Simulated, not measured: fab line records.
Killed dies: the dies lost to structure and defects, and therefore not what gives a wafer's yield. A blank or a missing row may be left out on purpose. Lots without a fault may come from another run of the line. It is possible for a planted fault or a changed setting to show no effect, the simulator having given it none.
A struck lot beside a sound one	flow nand-harc	15 steps out of a route of 1302
Sound: the wafers L241.3, L241.4, L241.6. Struck: wafers L259.3, L259.5 (left out: L259.2, a lot-mate that was not struck); the cause follows at the end.
Order at every step that has rows: each side's tool, ch and its chambers, its first start. Under that, the readings that differ: sound wafers	struck wafers	difference of the means	sigmas: that difference in standard deviations of wafers without a fault.
alike: a reading whose means differ by less than 2 such deviations, as well as words and numbers matching on both sides. not compared: withheld readings; readings where some wafer has no value; bounds like >300 that might hide an equal value; numbers whose values overlap and for which the record gives no deviation.
A row with sigmas, a row that says differs or no value, or rows on one side alone: a step with any of these is where the two part. Numbers that don't overlap but have no deviation are shown without sigmas and don't part them. Lack of a reading on every wafer of one side parts them only where that side has two or more wafers.

first, 5 steps without rows for these wafers: NHARC_A_CHANNEL_HOLE_D2_SOFTBAKE_05 (time 55 s); NHARC_A_CHANNEL_HOLE_D2_EBR_06; NHARC_A_CHANNEL_HOLE_D2_EXPOSE_07 (exposes mask HOLE D2, target cd 100 nm); NHARC_A_CHANNEL_HOLE_D2_PEB_08 (peb time 65 s); NHARC_A_CHANNEL_HOLE_D2_DEVELOP_09 (develop time 35 s).
NHARC_A_CHANNEL_HOLE_D2_CD_MEAS_10 targets a cd of 100 nm.
  sound on cd-sem-01 ch 0, day 13 16:13; struck on cd-sem-03 ch 0, day 21 15:21
  alike: cd-nm
NHARC_A_CHANNEL_HOLE_D2_OVL_MEAS_11:
  sound on overlay-01, day 13 16:17; struck on overlay-02, day 21 15:26
  alike: overlay-x-nm, overlay-y-nm
NHARC_A_CHANNEL_HOLE_D2_INSPECT_12:
  sound on defect-inspect-01, day 13 16:20; struck on defect-inspect-01, day 21 15:28
  alike: raw-defect-count
NHARC_A_CHANNEL_HOLE_D2_DESCUM_15: chemistry O2, time 3 s.
  sound on rie-diel-12 ch 0,3, day 13 16:23; struck on rie-diel-12 ch 2, day 21 15:32
  alike: drypump-motor-current-A, oes-product-au, rf-vpp-V, showerhead-plenum-p-Torr, throttle-valve-pct
  not compared: rf-hours-counter-h
NHARC_A_CHANNEL_HOLE_D2_ETCH_38: etches the open film in CF4, target depth 39 nm, time 65 s.
  sound on rie-diel-12 ch 0,2, day 13 16:28; struck on rie-diel-12 ch 0,1, day 21 15:37
  alike: bias-w, drypump-motor-current-A, oes-product-au, rf-vpp-V, run-length-s, showerhead-plenum-p-Torr, throttle-valve-pct
  not compared: rf-hours-counter-h
NHARC_A_CHANNEL_HOLE_D2_ETCH_39: etches the open film in N2/H2, target depth 260 nm, time 325 s.
  sound on rie-diel-12 ch 0,2,3; struck on rie-diel-12 ch 0,3
  alike: bias-w, drypump-motor-current-A, oes-product-au, rf-vpp-V, run-length-s, showerhead-plenum-p-Torr, throttle-valve-pct
  not compared: rf-hours-counter-h
NHARC_A_CHANNEL_HOLE_D2_ETCH_34: etches the open film in CF4/CHF3, target depth 154 nm, time 77 s.
  sound on rie-diel-12 ch 0,2,3; struck on rie-diel-12 ch 0,3
  alike: bias-w, drypump-motor-current-A, oes-product-au, rf-vpp-V, run-length-s, showerhead-plenum-p-Torr, throttle-valve-pct
  not compared: rf-hours-counter-h
NHARC_A_CHANNEL_HOLE_D2_ETCH_16: etches the open film in O2/COS, target depth 3100 nm, time 806 s.
  sound on rie-diel-12 ch 0,1, day 13 16:55; struck on rie-diel-12 ch 2,3, day 21 16:07
reading	sound	struck	difference	sigmas
bias-w (W)	300.9 300.2 299.2	- -	no value on the struck wafers	
drypump-motor-current-A (A)	5.9 5.6 5.9	4.6 5.1	-1.0	-2
run-length-s (s)	827.3 828.0 827.1	633.6 633.8	-193.8	-99 or more
throttle-valve-pct (%)	28.335 28.348 28.336	28.325 28.316	-0.019	-3
  alike: oes-product-au, rf-vpp-V, showerhead-plenum-p-Torr
  not compared: rf-hours-counter-h
NHARC_A_CHANNEL_HOLE_D2_CD_MEAS_18:
  sound on cd-sem-02, day 13 17:30; struck on cd-sem-03, day 21 16:38
  alike: cd-nm
-- record jumps: 12 days between struck wafers' starts before vs after; left off in module A_CHANNEL_HOLE_D2, resumes in module END, first step shown is number 1302 of the route --
NHARC_END_SORT_01:
  at this point the record logs the struck wafers (prober-02 ch 0, day 33 15:50) and has no rows for the sound ones

WHERE THEY PART
At NHARC_A_CHANNEL_HOLE_D2_ETCH_16 first; at NHARC_END_SORT_01 last (within this record only).

WHY: whatever the simulator had introduced
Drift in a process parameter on rie-diel-12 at NHARC_A_CHANNEL_HOLE_D2_ETCH_16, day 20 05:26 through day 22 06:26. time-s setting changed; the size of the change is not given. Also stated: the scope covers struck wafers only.
